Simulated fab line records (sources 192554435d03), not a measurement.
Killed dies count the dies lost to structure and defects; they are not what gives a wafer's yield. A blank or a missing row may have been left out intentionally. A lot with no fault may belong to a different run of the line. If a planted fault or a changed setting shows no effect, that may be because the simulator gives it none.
Which tool did it? + flow n5 finfet + 9 lots, 25 wafers sampled, at 5 steps of a route of 1938

WHAT EACH GAUGE READ, for each wafer
N5_BEOL_M1_OCD_MEAS_38.
| lot  | measured     | on     | trench depth nm (nm) |
|------|--------------|--------|----------------------|
| L921 | day 6 16:33  | ocd-01 | 55.3 54.2 55.6       |
| L926 | day 7 19:58  | ocd-01 | 53.9 55.9 54.3       |
| L932 | day 8 22:44  | ocd-02 | 54.8 56.9 57.0       |
| L937 | day 10 06:32 | ocd-02 | 86.1 83.2            |
| L938 | day 10 08:25 | ocd-01 | 86.1 55.8            |
| L939 | day 10 19:58 | ocd-02 | 87.2 52.6 54.4       |
| L941 | day 11 07:26 | ocd-01 | 54.9 53.9 55.3       |
| L942 | day 11 18:14 | ocd-02 | 56.2 53.9 56.8       |
| L943 | day 12 02:58 | ocd-01 | 54.9 56.5 52.9       |

WHAT TOOL EACH LOT RAN ON (gives the tool, then ch and the chambers of the sampled wafers, and finally the start)
| lot  | N5_BEOL_M1_HM_OPEN_17             | N5_BEOL_M1_STRIP_19                | N5_BEOL_M1_ETCH_70                 | N5_BEOL_M1_TRENCH_ETCH_37          |
|------|-----------------------------------|------------------------------------|------------------------------------|------------------------------------|
| L921 | rie metal-03 ch 0,1, day 6 04:50  | rie diel-06 ch 0,1,2, day 6 04:56  | rie diel-05 ch 0,2,3, day 6 16:14  | rie diel-05 ch 0,2,3, day 6 16:25  |
| L926 | rie metal-02 ch 0,1, day 7 09:34  | rie diel-05 ch 0,2,3, day 7 09:40  | rie diel-05 ch 0,2, day 7 19:37    | rie diel-05 ch 0,2, day 7 19:49    |
| L932 | rie metal-02 ch 0,1, day 8 20:23  | rie diel-06 ch 0,2,3, day 8 20:30  | rie diel-03 ch 1,3, day 8 22:22    | rie diel-03 ch 1,3, day 8 22:34    |
| L937 | rie metal-01 ch 0,1, day 10 03:37 | rie diel-03 ch 1,2, day 10 03:43   | rie diel-05 ch 0,1, day 10 06:10   | rie diel-05 ch 0,1, day 10 06:22   |
| L938 | rie metal-03 ch 1, day 10 06:54   | rie diel-05 ch 0,3, day 10 07:01   | rie diel-05 ch 1, day 10 08:04     | rie diel-05 ch 1, day 10 08:16     |
| L939 | rie metal-02 ch 0,1, day 10 17:01 | rie diel-06 ch 0,1,3, day 10 17:08 | rie diel-05 ch 0,2,3, day 10 19:36 | rie diel-05 ch 0,2,3, day 10 19:49 |
| L941 | rie metal-03 ch 0,1, day 10 21:20 | rie diel-06 ch 0,2,3, day 10 21:28 | rie diel-06 ch 0,2,3, day 11 07:05 | rie diel-06 ch 0,2,3, day 11 07:17 |
| L942 | rie metal-03 ch 0,1, day 11 08:20 | rie diel-05 ch 1,3, day 11 08:26   | rie diel-03 ch 1,3, day 11 17:53   | rie diel-03 ch 1,3, day 11 18:05   |
| L943 | rie metal-01 ch 0,1, day 11 22:35 | rie diel-03 ch 0,1, day 11 22:50   | rie diel-03 ch 1,2,3, day 12 02:37 | rie diel-03 ch 1,2,3, day 12 02:49 |
- N5_BEOL_M1_HM_OPEN_17: chemistry Cl2/BCl3, target TiN, target depth 20 nm, overetch 6 nm.
- N5_BEOL_M1_STRIP_19: strips in O2.
- N5_BEOL_M1_ETCH_70: etches SOC in N2/H2, target depth 80 nm, overetch 16 nm, time 120 s.
- N5_BEOL_M1_TRENCH_ETCH_37: etches SiOC in C4F6/O2, target depth 55.207 nm, time 29 s.

THE ANSWER, worked out from the rows above alone
Rule: the lots themselves supply what counts as usual. The widest of any qualifying gaps counts: lots, ordered by their means at a reading, are off when they make up no more than a third of the lots, leave a main group of 4 or more, and stand apart from it by 3 or more times the standard deviation of that group's means. The tables above print the reading to a certain number of digits; a main group whose means all agree to those digits is not used. A lot without any number at a reading at which 4 lots or more have one is off too. The other lots that the step has rows for count as sound.
Off: L937, L938, L939, at N5_BEOL_M1_OCD_MEAS_38 (trench depth nm). Mean 55.2 nm and standard deviation 0.57 in the main group.
If a tool, at a process step before that reading, ran all the lots that are off and no sound lot after the first of them, it fits. The gauges at N5_BEOL_M1_OCD_MEAS_38 are tried like those tools. One fits: N5_BEOL_M1_ETCH_70 and N5_BEOL_M1_TRENCH_ETCH_37 on rie diel-05. At N5_BEOL_M1_ETCH_70 its last sound lot is L926 (day 7 19:37), its first lot that is off L937 (day 10 06:10): a fault that began between those two fits.

WHAT THE SIMULATOR HAD INSERTED
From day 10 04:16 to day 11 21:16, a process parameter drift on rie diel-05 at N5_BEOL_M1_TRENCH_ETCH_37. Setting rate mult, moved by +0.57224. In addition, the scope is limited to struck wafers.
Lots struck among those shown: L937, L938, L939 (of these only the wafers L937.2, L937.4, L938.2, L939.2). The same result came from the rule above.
